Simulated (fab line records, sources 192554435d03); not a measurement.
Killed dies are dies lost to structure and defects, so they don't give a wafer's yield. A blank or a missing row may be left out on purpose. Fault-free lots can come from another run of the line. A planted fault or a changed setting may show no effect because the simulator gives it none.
Matching of chambers ; flow n5-finfet ; N5_BEOL_M6_ETCH_72 on rie-diel-01: 4 sister chambers
The step etches underlayer in N2/H2, target depth 6.5 nm, time 5.2 s. 24 wafers are shown with their chamber, then 12 later ones without.

## WAFERS WITH THEIR CHAMBER
wafer;chamber;drypump-motor-current-A (A);showerhead-plenum-p-Torr (Torr);throttle-valve-pct (%)
L074.3;2;5.8;2.47;17.72
L074.4;3;6.1;2.46;17.46
L074.5;3;6.1;2.46;17.46
L075.3;1;6.3;2.47;17.47
L075.4;2;5.8;2.47;17.71
L075.6;2;5.8;2.47;17.75
L079.1;1;6.3;2.47;17.49
L079.3;3;6.1;2.46;17.48
L079.5;3;6.1;2.46;17.45
L081.1;3;6.1;2.46;17.46
L081.3;0;4.9;2.50;18.26
L081.6;2;5.8;2.46;17.73
L077.1;1;6.3;2.47;17.47
L077.3;0;4.8;2.50;18.26
L077.6;3;6.1;2.46;17.44
L078.1;1;6.3;2.46;17.48
L078.4;0;4.8;2.50;17.89
L078.5;0;4.9;2.50;17.91
L083.3;3;6.1;2.46;17.50
L083.5;1;6.4;2.46;17.49
L083.6;0;4.9;2.50;17.88
L086.2;1;6.3;2.46;17.50
L086.3;2;5.8;2.46;17.78
L086.6;2;5.8;2.46;17.75

SIGNATURES (means of the wafers above)
reading;chamber 0;chamber 1;chamber 2;chamber 3;scatter within a chamber
drypump-motor-current-A;4.860;6.317;5.800;6.100;0.0319
showerhead-plenum-p-Torr;2.5000;2.4650;2.4650;2.4600;0.00387
throttle-valve-pct;18.0400;17.4833;17.7400;17.4643;0.0917
Rule: distance of a wafer from a chamber = root of the sum over the readings of ((wafer's reading minus chamber's mean) / reading's scatter) squared. If the next closest chamber is less than 2 further off than the closest, the wafer can't be placed; otherwise it belongs to the closest. The scatter is the square root of a quotient: the sum, over the shown wafers, of each reading's squared deviation from its chamber's mean, divided by wafers minus chambers.

## WAFERS WITHOUT THEIR CHAMBER
wafer;drypump-motor-current-A (A);showerhead-plenum-p-Torr (Torr);throttle-valve-pct (%)
L087.3;5.8;2.45;17.76
L087.4;6.3;2.46;17.53
L087.5;6.1;2.45;17.51
L090.1;6.1;2.45;17.52
L090.2;5.8;2.45;17.78
L090.6;5.8;2.45;17.79
L097.2;4.9;2.49;17.93
L097.3;6.4;2.45;17.53
L097.6;4.9;2.49;17.93
L096.1;4.9;2.49;17.95
L096.3;5.8;2.45;17.79
L096.5;5.8;2.45;17.81

## THE CHAMBER EACH PASSED THROUGH
wafer;from the rows above;in truth
L087.3;2;2
L087.4;1;1
L087.5;3;3
L090.1;3;3
L090.2;2;2
L090.6;2;2
L097.2;0;0
L097.3;1;1
L097.6;0;0
L096.1;0;0
L096.3;2;2
L096.5;2;2
12 of 12 placed correctly. Can't be placed from these rows: 0. Number placed wrongly: 0.
